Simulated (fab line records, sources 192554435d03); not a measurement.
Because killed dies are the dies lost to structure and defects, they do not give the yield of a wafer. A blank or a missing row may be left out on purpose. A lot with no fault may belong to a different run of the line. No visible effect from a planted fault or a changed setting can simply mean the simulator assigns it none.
fab line records	flow n5-finfet	part 1 of 2: steps 1 to 22 of 29
[record] lots = 5	wafers = 15	last-day = 19
route steps=1938 shown BEOL_M0@748 BEOL_M1@751
lots with no fault: from the same line, run without faults
start-h: start of the lot's first displayed wafer, in hours after the record's first day	wait-h: time in hours since the lot's previous step	" the same as in the row above	L1.1+2: one row covering several wafers at once	- either no value or no given start	* or withheld: withheld	< > ~ a bound
route shown NAME@n: a module of which the file shows steps, and the number in the route of the first	usual: mean/standard deviation taken from wafers without a fault	same: alike in all rows	chamber/n: place in a boat	sites: each site's reading	_std_site: the values' standard deviation	_edge_site: outer sites' mean less inner sites'	radius-mm: how far each site lies from the wafer's centre	mask NAME#n: copy n	behind: the most recent tool/chamber to have shaped the wafer	hold: the reason the lot was held/the length of the hold in hours/how it ended	device: the transistor (n, p or np) that didn't switch	end of line: the tests these same wafers got at the end of their route	a step with no rows: only its recipe	killed: the dies lost at the first sort to structure and to defects; this is not the yield of the wafer	map: a wafer's dies, marking killed ones x, the rest . and places with no die _
set.NAME: the run value of the setting; set.NAME@STEP: its run value at that earlier step	model.NAME: the simulator's own value behind a step, which no gauge read
a table for each step, a row for each wafer; lots at some steps of the route
services: a tool's chamber out of use, with start hour (start-h, from the record's first day; less than 0 if before it), hours out, and reason
[[steps]]
[step N5_BEOL_M0_DEP_125]
[recipe] material = SiCN	target-thk-a = 80	temp-c = withheld	precursor = 3MS/NH3	pressure-torr = 3	rf-w = 202	time-s = 14
[usual] rf-fwd-power-W = 199.5/0.85	showerhead-plenum-p-Torr = 3.660/0.011	throttle-valve-pct = 9.0/0.34
lot.wafer	tool	chamber	start-h	wait-h	rf-fwd-power-W	showerhead-plenum-p-Torr	throttle-valve-pct
L080.1	pecvd-02	1	159.82	0.0	199.0	3.663	9.7
L080.4	"	1	"	"	198.2	3.664	9.7
L080.5	"	0	"	"	200.8	3.673	9.0
L083.1	pecvd-01	2	176.66	0.0	198.9	3.657	8.8
L083.4	"	2	"	"	199.1	3.666	9.0
L083.5	"	0	"	"	199.5	3.661	8.4
L091.2	pecvd-01	1	217.80	0.0	200.0	3.667	9.1
L091.4	"	0	"	"	199.9	3.653	8.3
L091.5	"	2	"	"	200.5	3.671	9.1
L097.2	pecvd-04	0	260.18	0.0	199.1	3.669	9.4
L097.4	"	0	"	"	200.0	3.669	8.8
L097.5	"	2	"	"	199.8	3.657	8.8
L096.1	pecvd-01	1	261.40	0.0	199.4	3.665	9.2
L096.2	"	2	"	"	199.1	3.662	9.2
L096.3	"	0	"	"	200.2	3.646	8.7
[step N5_BEOL_M0_RS_MEAS_126]
[recipe] thk-meas-gauge = four-point-probe	reads = Co_of_BEOL_M0_CO_CAP_123+Cu_of_BEOL_M0_ECD_118+Co_of_BEOL_M0_CVD_115+TaN_of_BEOL_M0_ALD_136
[usual] M0_RS = 0.535/0.015
lot.wafer	tool	chamber	start-h	wait-h	M0_RS[ohm/sq]
L080.1	film-metro-01	-	159.89	0.0	0.536
L080.4	"	-	"	"	0.522
L080.5	"	-	"	"	0.510
L083.1	film-metro-01	-	176.73	0.0	0.559
L083.4	"	-	"	"	0.540
L083.5	"	-	"	"	0.534
L091.2	film-metro-01	-	217.86	0.1	0.534
L091.4	"	-	"	"	0.514
L091.5	"	-	"	"	0.528
L097.2	film-metro-02	-	260.25	0.1	0.523
L097.4	"	-	"	"	0.521
L097.5	"	-	"	"	0.510
L096.1	film-metro-01	-	261.47	0.0	0.539
L096.2	"	-	"	"	0.533
L096.3	"	-	"	"	0.532
[step N5_BEOL_M0_INSPECT_127]
[recipe] inspect-instrument = darkfield	mode = post-dep
[usual] raw-defect-count = 72/28
lot.wafer	tool	chamber	start-h	wait-h	raw-defect-count
L080.1	defect-inspect-01	-	159.92	0.0	56
L080.4	"	-	"	"	56
L080.5	"	-	"	"	81
L083.1	defect-inspect-01	-	176.75	0.0	93
L083.4	"	-	"	"	85
L083.5	"	-	"	"	85
L091.2	defect-inspect-02	-	217.89	0.0	72
L091.4	"	-	"	"	60
L091.5	"	-	"	"	69
L097.2	defect-inspect-02	-	260.27	0.0	106
L097.4	"	-	"	"	123
L097.5	"	-	"	"	108
L096.1	defect-inspect-02	-	261.49	0.0	64
L096.2	"	-	"	"	52
L096.3	"	-	"	"	50
[step N5_BEOL_M1_ILD_DEP_00]
[recipe] material = SiOC	target-thk-a = 790	temp-c = 350	precursor = DEMS/O2	pressure-torr = 5	rf-w = 500	time-s = 15.3
[usual] heater-power-w = 469/89	rf-fwd-power-W = 494.3/2	showerhead-plenum-p-Torr = 5.690/0.012	throttle-valve-pct = 12.2/0.68
lot.wafer	tool	chamber	start-h	wait-h	heater-power-w	rf-fwd-power-W	showerhead-plenum-p-Torr	throttle-valve-pct
L080.1	pecvd-03	2	159.95	0.0	621	493.8	5.706	11.6
L080.4	"	0	"	"	431	496.6	5.696	13.2
L080.5	"	2	"	"	628	494.4	5.696	11.5
L083.1	pecvd-03	1	176.79	0.0	520	493.5	5.681	12.2
L083.4	"	1	"	"	541	496.1	5.690	12.3
L083.5	"	2	"	"	575	495.4	5.697	11.6
L091.2	pecvd-02	0	217.93	0.0	466	493.8	5.707	11.3
L091.4	"	1	"	"	484	489.3	5.683	12.8
L091.5	"	0	"	"	357	493.9	5.698	11.2
L097.2	pecvd-03	2	260.31	0.0	621	497.5	5.695	11.6
L097.4	"	2	"	"	616	496.2	5.700	11.6
L097.5	"	1	"	"	457	496.4	5.700	12.6
L096.1	pecvd-02	0	261.53	0.0	433	497.1	5.699	11.5
L096.2	"	1	"	"	510	489.0	5.683	12.6
L096.3	"	2	"	"	334	494.1	5.664	11.3
[step N5_BEOL_M1_THK_MEAS_01]
[recipe] reads = SiOC_of_BEOL_M1_ILD_DEP_00
[usual] M1_ILD_THK = 78.4/0.93
lot.wafer	tool	chamber	start-h	wait-h	M1_ILD_THK[nm]
L080.1	film-metro-01	-	160.02	0.0	77.5
L080.4	"	-	"	"	79.2
L080.5	"	-	"	"	79.6
L083.1	film-metro-02	-	176.86	0.0	77.7
L083.4	"	-	"	"	78.7
L083.5	"	-	"	"	79.9
L091.2	film-metro-01	-	218.01	0.1	78.0
L091.4	"	-	"	"	79.0
L091.5	"	-	"	"	78.8
L097.2	film-metro-01	-	260.38	0.1	77.2
L097.4	"	-	"	"	78.5
L097.5	"	-	"	"	79.4
L096.1	film-metro-01	-	261.59	0.0	77.1
L096.2	"	-	"	"	77.7
L096.3	"	-	"	"	79.0
[step N5_BEOL_M1_PECVD_72]
[recipe] material = SiO2	target-thk-a = 160	temp-c = 400	precursor = TEOS/O2	pressure-torr = 5.5	rf-w = 450	teos-flow-sccm = 53.8	gas = O2	flow-sccm = 3000	time-s = 18
[usual] heater-power-w = 646/110	rf-fwd-power-W = 444.4/1.9	showerhead-plenum-p-Torr = 8.75/0.052	throttle-valve-pct = 22.4/1.1
lot.wafer	tool	chamber	start-h	wait-h	heater-power-w	rf-fwd-power-W	showerhead-plenum-p-Torr	throttle-valve-pct
L080.1	pecvd-01	1	160.06	0.0	643	446.8	8.81	22.8
L080.4	"	2	"	"	559	442.2	8.76	22.0
L080.5	"	0	"	"	692	445.9	8.72	20.9
L083.1	pecvd-01	1	176.89	0.0	533	440.4	8.76	23.1
L083.4	"	1	"	"	546	442.0	8.78	22.9
L083.5	"	0	"	"	652	448.0	8.71	21.0
L091.2	pecvd-01	2	218.05	0.0	522	443.4	8.77	22.4
L091.4	"	2	"	"	523	442.7	8.75	22.4
L091.5	"	0	"	"	698	445.1	8.72	21.0
L097.2	pecvd-02	1	260.41	0.0	692	440.8	8.77	23.3
L097.4	"	1	"	"	689	442.5	8.78	23.7
L097.5	"	2	"	"	507	445.4	8.62	21.6
L096.1	pecvd-01	2	261.63	0.0	555	440.9	8.75	22.2
L096.2	"	1	"	"	570	443.8	8.77	22.8
L096.3	"	0	"	"	590	446.1	8.74	21.1
[step N5_BEOL_M1_HM_DEP_02]
[recipe] material = TiN	target-thk-a = 200	temp-c = 25	chamber-pressure-pa = 0.49996
[usual] chamber-pressure-pa = 0.5000/0.00097	throttle-valve-pct = 30.4/1.1
lot.wafer	tool	chamber	start-h	wait-h	chamber-pressure-pa	throttle-valve-pct
L080.1	pvd-sputter-03	-	160.94	0.9	0.4993	28.7
L080.4	"	-	"	"	0.5008	32.6
L080.5	"	-	"	"	0.5000	28.9
L083.1	pvd-sputter-03	-	177.71	0.8	0.4980	29.7
L083.4	"	-	"	"	0.4999	32.8
L083.5	"	-	"	"	0.5001	29.7
L091.2	pvd-sputter-02	-	218.83	0.8	0.5001	31.2
L091.4	"	-	"	"	0.5007	31.5
L091.5	"	-	"	"	0.4991	29.4
L097.2	pvd-sputter-03	-	261.30	0.9	0.4988	29.8
L097.4	"	-	"	"	0.5003	28.9
L097.5	"	-	"	"	0.4986	30.1
L096.1	pvd-sputter-02	-	262.04	0.4	0.5008	29.5
L096.2	"	-	"	"	0.4994	31.6
L096.3	"	-	"	"	0.5001	31.2
[step N5_BEOL_M1_COAT_61]
[recipe] resist = SOC	temp-c = 250	time-s = 60	spin-rpm = 1500	resist-thk-nm = 60
lot.wafer	tool	chamber	start-h	wait-h
L080.1+4+5	litho-track-03	0	161.06	0.1
L083.1+4+5	litho-track-03	0	177.83	0.1
L091.2+4+5	litho-track-01	0	218.96	0.1
L097.2+4+5	litho-track-03	0	261.42	0.1
L096.1+2+3	litho-track-01	0	262.17	0.1
[step N5_BEOL_M1_COAT_62]
[recipe] resist = SiARC	temp-c = 220	time-s = 60	spin-rpm = 1500	resist-thk-nm = 12
lot.wafer	tool	chamber	start-h	wait-h
L080.1+4+5	litho-track-03	0	-	-
L083.1+4+5	litho-track-03	0	-	-
L091.2+4+5	litho-track-01	0	-	-
L097.2+4+5	litho-track-03	0	-	-
L096.1+2+3	litho-track-01	0	-	-
[step N5_BEOL_M1_COAT_73]
[recipe] resist = underlayer	temp-c = 205	time-s = 60	spin-rpm = 1500	resist-thk-nm = 5
lot.wafer	tool	chamber	start-h	wait-h
L080.1+4+5	litho-track-03	0	-	-
L083.1+4+5	litho-track-03	0	-	-
L091.2+4+5	litho-track-01	0	-	-
L097.2+4+5	litho-track-03	0	-	-
L096.1+2+3	litho-track-01	0	-	-
[step N5_BEOL_M1_COAT_05]
[recipe] resist = CAR-EUV	spin-rpm = 1500	resist-thk-nm = 30
lot.wafer	tool	chamber	start-h	wait-h
L080.1+4+5	litho-track-03	0	-	-
L083.1+4+5	litho-track-03	0	-	-
L091.2+4+5	litho-track-01	0	-	-
L097.2+4+5	litho-track-03	0	-	-
L096.1+2+3	litho-track-01	0	-	-
[step N5_BEOL_M1_EBR_07]
[recipe] solvent = PGMEA	ebr-width-mm = 1.5
lot.wafer	tool	chamber	start-h	wait-h
L080.1+4+5	litho-track-03	0	-	-
L083.1+4+5	litho-track-03	0	-	-
L091.2+4+5	litho-track-01	0	-	-
L097.2+4+5	litho-track-03	0	-	-
L096.1+2+3	litho-track-01	0	-	-
[step N5_BEOL_M1_SOFTBAKE_06]
[recipe] temp-c = 110	time-s = 60	resist = CAR-EUV
lot.wafer	tool	chamber	start-h	wait-h
L080.1+4+5	litho-track-03	0	-	-
L083.1+4+5	litho-track-03	0	-	-
L091.2+4+5	litho-track-01	0	-	-
L097.2+4+5	litho-track-03	0	-	-
L096.1+2+3	litho-track-01	0	-	-
[step N5_BEOL_M1_EXPOSE_08]
[recipe] mask-id = M1	na = 0.33	source-shape = dipole	sigma-inner = 0.369	sigma-outer = 0.767	polarization = unpolarized	dose-mj = 33
[usual] focus-offset-nm = 0.0/0.51
[same] sigma-outer = 0.767
lot.wafer	tool	chamber	start-h	wait-h	mask	focus-offset-nm
L080.1	euv-scanner-01	0	161.32	-	M1#0	-0.3
L080.4	"	0	"	"	M1#0	-0.1
L080.5	"	0	"	"	M1#0	-0.4
L083.1	euv-scanner-01	0	177.97	-	M1#0	-0.1
L083.4	"	0	"	"	M1#0	-0.5
L083.5	"	0	"	"	M1#0	-0.1
L091.2	euv-scanner-01	0	219.23	-	M1#0	1.3
L091.4	"	0	"	"	M1#0	0.5
L091.5	"	0	"	"	M1#0	0.2
L097.2	euv-scanner-02	0	261.69	-	M1#0	0.4
L097.4	"	0	"	"	M1#0	0.5
L097.5	"	0	"	"	M1#0	0.0
L096.1	euv-scanner-02	0	262.30	-	M1#0	-1.0
L096.2	"	0	"	"	M1#0	-0.2
L096.3	"	0	"	"	M1#0	0.0
[step N5_BEOL_M1_PEB_09]
[recipe] peb-temp-c = 100	peb-time-s = 60	resist = CAR-EUV
lot.wafer	tool	chamber	start-h	wait-h
L080.1+4+5	litho-track-03	0	161.38	0.1
L083.1+4+5	litho-track-01	0	178.03	0.1
L091.2+4+5	litho-track-02	0	219.28	0.0
L097.2+4+5	litho-track-03	0	261.75	0.0
L096.1+2+3	litho-track-02	0	262.36	0.1
[step N5_BEOL_M1_DEVELOP_10]
[recipe] develop-time-s = 30	developer = TMAH	resist = CAR-EUV	rinse-liquid = surfactant-rinse	dry = air-spin	dev-temp-c = 23
lot.wafer	tool	chamber	start-h	wait-h
L080.1+4+5	litho-track-03	0	-	-
L083.1+4+5	litho-track-01	0	-	-
L091.2+4+5	litho-track-02	0	-	-
L097.2+4+5	litho-track-03	0	-	-
L096.1+2+3	litho-track-02	0	-	-
[step N5_BEOL_M1_CD_MEAS_11]
[recipe] target-cd-nm = 17.05	landing-energy-ev = 500	detector = se-inlens	polarity = opening
[usual] cd-nm = 17.05/0.24
lot.wafer	tool	chamber	start-h	wait-h	cd-nm
L080.1	cd-sem-01	0	161.45	-	17.10
L080.4	"	0	"	"	16.84
L080.5	"	0	"	"	17.15
L083.1	cd-sem-01	0	178.10	-	17.16
L083.4	"	0	"	"	16.53
L083.5	"	0	"	"	17.34
L091.2	cd-sem-02	0	219.35	-	16.85
L091.4	"	0	"	"	17.01
L091.5	"	0	"	"	16.99
L097.2	cd-sem-03	0	261.81	-	17.13
L097.4	"	0	"	"	16.94
L097.5	"	0	"	"	17.20
L096.1	cd-sem-01	0	262.43	-	17.09
L096.2	"	0	"	"	17.22
L096.3	"	0	"	"	17.05
[step N5_BEOL_M1_OVL_MEAS_12]
[recipe] points-per-wafer = 522
[usual] M1_OVL = 0.2/0.64
lot.wafer	tool	chamber	start-h	wait-h	M1_OVL[nm]
L080.1	overlay-02	0	161.48	0.0	0.2
L080.4	"	0	"	"	0.8
L080.5	"	0	"	"	-0.4
L083.1	overlay-02	0	178.13	0.0	0.7
L083.4	"	0	"	"	-0.6
L083.5	"	0	"	"	-1.1
L091.2	overlay-01	0	219.38	0.0	0.4
L091.4	"	0	"	"	0.5
L091.5	"	0	"	"	-0.2
L097.2	overlay-01	0	261.85	0.0	0.5
L097.4	"	0	"	"	0.5
L097.5	"	0	"	"	-0.4
L096.1	overlay-01	0	262.46	0.0	-0.2
L096.2	"	0	"	"	-0.2
L096.3	"	0	"	"	0.0
[step N5_BEOL_M1_INSPECT_13]
[recipe] mode = adi	inspect-instrument = brightfield
[usual] raw-defect-count = 442/91
lot.wafer	tool	chamber	start-h	wait-h	raw-defect-count
L080.1	defect-inspect-01	-	161.54	0.1	431
L080.4	"	-	"	"	341
L080.5	"	-	"	"	393
L083.1	defect-inspect-01	-	178.18	0.1	588
L083.4	"	-	"	"	519
L083.5	"	-	"	"	755
L091.2	defect-inspect-02	-	219.44	0.0	396
L091.4	"	-	"	"	472
L091.5	"	-	"	"	412
L097.2	defect-inspect-02	-	261.90	0.0	373
L097.4	"	-	"	"	402
L097.5	"	-	"	"	415
L096.1	defect-inspect-01	-	262.52	0.1	354
L096.2	"	-	"	"	234
L096.3	"	-	"	"	470
[step N5_BEOL_M1_DESCUM_16]
[recipe] chemistry = O2	time-s = 7	source-power-w = 50	bias-power-w = 20	pressure-mtorr = 20	rf-frequency-hz = 2.712e+07	temp-c = 40	resist = CAR-EUV	o2-flow-sccm = 225
[usual] bias-power-w = 20.00/0.057	drypump-motor-current-A = 5.4/0.37	oes-product-au = 0.80/0.091	rf-fwd-power-W = 49.33/0.25	rf-vpp-V = 243.2/1.2	showerhead-plenum-p-Torr = 2.10/0.053	throttle-valve-pct = 20.42/0.22
lot.wafer	tool	chamber	start-h	wait-h	bias-power-w	drypump-motor-current-A	oes-product-au	rf-fwd-power-W	rf-hours-counter-h	rf-vpp-V	showerhead-plenum-p-Torr	throttle-valve-pct
L080.1	rie-diel-05	3	161.80	0.3	20.04	5.4	0.76	49.39	121	243.6	2.10	20.16
L080.4	"	0	"	"	20.01	4.9	0.69	48.92	213	244.3	2.07	20.66
L080.5	"	3	"	"	20.07	5.4	0.77	49.50	-	243.8	2.10	20.18
L083.1	rie-diel-03	2	178.22	0.0	19.95	5.8	0.70	49.45	184	244.7	2.16	20.15
L083.4	"	0	"	"	20.06	6.2	0.93	49.23	10	242.8	2.06	20.15
L083.5	"	0	"	"	20.05	6.2	0.93	49.37	-	242.0	2.06	20.14
L091.2	rie-diel-06	0	219.47	0.0	19.98	5.4	0.72	49.23	216	241.6	2.07	20.66
L091.4	"	3	"	"	19.89	5.1	0.97	49.27	7	240.7	2.05	20.37
L091.5	"	1	"	"	19.93	5.7	0.93	49.20	-	245.9	2.23	20.26
L097.2	rie-diel-06	2	261.94	0.0	19.97	5.8	0.77	49.53	130	243.1	2.11	20.55
L097.4	"	0	"	"	20.02	5.4	0.71	48.87	226	243.2	2.07	20.68
L097.5	"	0	"	"	20.03	5.4	0.71	49.13	-	244.1	2.07	20.70
L096.1	rie-diel-05	1	262.55	0.0	20.08	4.9	0.83	49.20	80	242.1	2.03	20.24
L096.2	"	3	"	"	20.00	5.4	0.74	49.65	148	241.7	2.09	20.20
L096.3	"	2	"	"	19.94	5.8	0.79	48.90	122	242.6	2.09	20.71
[step N5_BEOL_M1_ETCH_74]
[recipe] chemistry = N2/H2	target = underlayer	target-depth-a = 65	mask-material = CAR-EUV	time-s = 5.2	ion-energy-ev = 200	pressure-mtorr = 30	source-w = 840	bias-w = 150	n2-flow-sccm = 200	h2-flow-sccm = 200	ends = cleared
[usual] drypump-motor-current-A = 5.4/0.37	etch-rf-on-time-s = 5.17/0.089	h2-flow-sccm = 200.0/0.56	oes-product-au = 0.68/0.078	rf-fwd-power-W = 819.2/2.6	rf-vpp-V = 524.1/2	showerhead-plenum-p-Torr = 2.55/0.065	throttle-valve-pct = 17.83/0.24
lot.wafer	tool	chamber	start-h	wait-h	drypump-motor-current-A	etch-rf-on-time-s	h2-flow-sccm	oes-product-au	rf-fwd-power-W	rf-hours-counter-h	rf-vpp-V	showerhead-plenum-p-Torr	throttle-valve-pct
L080.1	rie-diel-05	3	161.83	0.0	5.4	5.24	199.9	0.66	823.0	121	525.6	2.55	17.57
L080.4	"	0	"	"	4.9	5.20	200.9	0.60	816.1	213	523.4	2.52	18.09
L080.5	"	3	"	"	5.4	5.24	199.0	0.65	824.2	-	524.0	2.55	17.54
L083.1	rie-diel-03	2	178.25	0.0	5.7	5.28	199.6	0.60	822.8	184	527.3	2.62	17.57
L083.4	"	0	"	"	6.2	5.04	200.6	0.82	819.8	10	523.9	2.50	17.50
L083.5	"	0	"	"	6.2	5.02	200.4	0.81	819.4	-	521.9	2.50	17.54
L091.2	rie-diel-06	0	219.50	0.0	5.4	5.31	200.9	0.61	819.8	216	524.9	2.52	18.10
L091.4	"	3	"	"	5.2	5.05	199.5	0.83	818.5	7	522.9	2.49	17.68
L091.5	"	1	"	"	5.7	5.19	199.9	0.80	815.4	-	529.9	2.70	17.68
L097.2	rie-diel-06	2	261.97	0.0	5.8	5.14	199.2	0.65	819.3	130	524.3	2.55	17.93
L097.4	"	0	"	"	5.4	5.26	200.1	0.60	816.9	226	521.3	2.51	18.14
L097.5	"	0	"	"	5.4	5.39	200.4	0.60	817.0	-	521.3	2.51	18.15
L096.1	rie-diel-05	1	262.59	0.0	5.0	5.12	200.9	0.72	813.4	80	520.4	2.47	17.60
L096.2	"	3	"	"	5.4	5.27	200.1	0.63	825.1	148	524.9	2.54	17.60
L096.3	"	2	"	"	5.8	5.12	200.6	0.68	818.9	122	523.5	2.55	18.16
[step N5_BEOL_M1_ETCH_63]
[recipe] chemistry = CF4	target = SiARC	target-depth-a = 156	mask-material = CAR-EUV	time-s = 26	ion-energy-ev = 80	pressure-mtorr = 40	source-w = 545	bias-w = 36	Ar_flow_sccm = 100	cf4-flow-sccm = 100	ends = cleared
[usual] drypump-motor-current-A = 5.4/0.36	etch-rf-on-time-s = 25.9/0.47	oes-product-au = 0.69/0.077	rf-fwd-power-W = 532.0/2.5	rf-vpp-V = 184.1/1.1	showerhead-plenum-p-Torr = 2.15/0.054	throttle-valve-pct = 15.61/0.24
lot.wafer	tool	chamber	start-h	wait-h	drypump-motor-current-A	etch-rf-on-time-s	oes-product-au	rf-fwd-power-W	rf-hours-counter-h	rf-vpp-V	showerhead-plenum-p-Torr	throttle-valve-pct
L080.1	rie-diel-05	3	161.85	0.0	5.4	26.4	0.66	533.8	121	183.9	2.15	15.39
L080.4	"	0	"	"	4.9	26.0	0.60	531.5	213	183.4	2.12	15.91
L080.5	"	3	"	"	5.4	26.5	0.66	534.0	-	184.3	2.15	15.38
L083.1	rie-diel-03	2	178.27	0.0	5.8	26.6	0.60	528.9	184	185.7	2.22	15.45
L083.4	"	0	"	"	6.3	25.4	0.80	531.9	10	183.4	2.11	15.25
L083.5	"	0	"	"	6.3	25.4	0.80	535.1	-	183.2	2.11	15.25
L091.2	rie-diel-06	0	219.52	0.0	5.4	26.3	0.61	534.5	216	182.1	2.12	15.86
L091.4	"	3	"	"	5.2	25.1	0.84	533.2	7	181.2	2.10	15.48
L091.5	"	1	"	"	5.7	25.8	0.79	533.7	-	186.0	2.28	15.37
L097.2	rie-diel-06	2	261.99	0.0	5.8	25.4	0.65	532.5	130	182.9	2.15	15.73
L097.4	"	0	"	"	5.4	26.3	0.61	531.6	226	183.5	2.12	15.90
L097.5	"	0	"	"	5.4	26.3	0.61	533.9	-	184.8	2.12	15.89
L096.1	rie-diel-05	1	262.60	0.0	4.9	26.0	0.72	528.7	80	182.6	2.08	15.37
L096.2	"	3	"	"	5.4	26.6	0.64	529.3	148	184.3	2.15	15.44
L096.3	"	2	"	"	5.8	25.3	0.69	528.9	123	182.4	2.15	15.94
